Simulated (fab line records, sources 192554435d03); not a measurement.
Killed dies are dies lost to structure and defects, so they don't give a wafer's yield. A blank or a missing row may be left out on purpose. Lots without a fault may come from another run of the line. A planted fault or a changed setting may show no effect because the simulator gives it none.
Chamber matching | flow n5_finfet | N5_STI_FIN_REVEAL_ETCHBACK_08 on rie_diel-04: 4 sister chambers
The step etches SiO2 in C4F6/O2, target depth 30.5 nm, time 10.167 s. 24 wafers are shown with their chamber, then 12 later ones without.

WAFERS WITH THEIR CHAMBER
wafer  | chamber | drypump_motor_current_A (A) | showerhead_plenum_p_Torr (Torr) | throttle_valve_pct (%)
L074.2 | 0       | 6.2                         | 2.79                            | 21.16
L074.3 | 1       | 5.4                         | 2.90                            | 21.08
L074.4 | 2       | 6.4                         | 2.74                            | 21.06
L075.3 | 1       | 5.4                         | 2.89                            | 21.07
L075.5 | 2       | 6.4                         | 2.74                            | 21.04
L075.6 | 3       | 5.7                         | 2.86                            | 21.46
L077.2 | 2       | 6.4                         | 2.74                            | 21.05
L077.5 | 0       | 6.2                         | 2.79                            | 21.15
L077.6 | 1       | 5.4                         | 2.89                            | 21.07
L079.3 | 0       | 6.1                         | 2.79                            | 21.17
L079.5 | 2       | 6.4                         | 2.74                            | 21.06
L079.6 | 1       | 5.4                         | 2.89                            | 21.08
L085.2 | 1       | 5.4                         | 2.88                            | 21.10
L085.3 | 2       | 6.4                         | 2.73                            | 21.08
L085.6 | 0       | 6.1                         | 2.78                            | 21.20
L087.2 | 0       | 6.1                         | 2.78                            | 21.20
L087.3 | 2       | 6.4                         | 2.73                            | 21.09
L087.6 | 2       | 6.4                         | 2.73                            | 21.08
L088.1 | 1       | 5.4                         | 2.88                            | 21.10
L088.2 | 0       | 6.1                         | 2.78                            | 21.20
L088.4 | 2       | 6.4                         | 2.73                            | 21.09
L090.1 | 0       | 6.2                         | 2.78                            | 21.22
L090.4 | 1       | 5.4                         | 2.88                            | 21.12
L090.6 | 0       | 6.2                         | 2.77                            | 21.21

SIGNATURES (means of the wafers above)
reading                  | chamber 0 | chamber 1 | chamber 2 | chamber 3 | scatter within a chamber
drypump_motor_current_A  | 6.150     | 5.400     | 6.400     | 5.700     | 0.0316
showerhead_plenum_p_Torr | 2.7825    | 2.8871    | 2.7350    | 2.8600    | 0.00668
throttle_valve_pct       | 21.1887   | 21.0886   | 21.0687   | 21.4600   | 0.0213
Rule: a wafer's distance from a chamber is the root of the sum, over the readings, of the square of ((its reading less the chamber's mean) divided by the reading's scatter). The wafer belongs to the nearest chamber; if the next one is less than 2 further off, it can't be placed. The scatter: the root of (the sum of the squares of (reading less its chamber's mean) over the shown wafers, divided by (wafers less chambers)).

WAFERS WITHOUT THEIR CHAMBER
wafer  | drypump_motor_current_A (A) | showerhead_plenum_p_Torr (Torr) | throttle_valve_pct (%)
L092.2 | 5.4                         | 2.88                            | 21.13
L092.4 | 5.7                         | 2.85                            | 21.50
L092.6 | 6.4                         | 2.73                            | 21.12
L094.2 | 5.6                         | 2.84                            | 21.51
L094.3 | 6.1                         | 2.77                            | 21.22
L094.5 | 5.4                         | 2.88                            | 21.15
L095.1 | 6.2                         | 2.77                            | 21.22
L095.2 | 5.7                         | 2.84                            | 21.51
L095.4 | 5.4                         | 2.87                            | 21.13
L097.2 | 6.1                         | 2.77                            | 21.22
L097.3 | 5.6                         | 2.84                            | 21.52
L097.6 | 5.4                         | 2.87                            | 21.16

WHICH CHAMBER EACH WENT THROUGH
wafer  | from the rows above | in truth
L092.2 | 1                   | 1
L092.4 | 3                   | 3
L092.6 | 2                   | 2
L094.2 | 3                   | 3
L094.3 | 0                   | 0
L094.5 | 1                   | 1
L095.1 | 0                   | 0
L095.2 | 3                   | 3
L095.4 | 1                   | 1
L097.2 | 0                   | 0
L097.3 | 3                   | 3
L097.6 | 1                   | 1
Placed correctly: 12 of 12. Can't be placed from these rows: 0. Placed wrongly: 0.
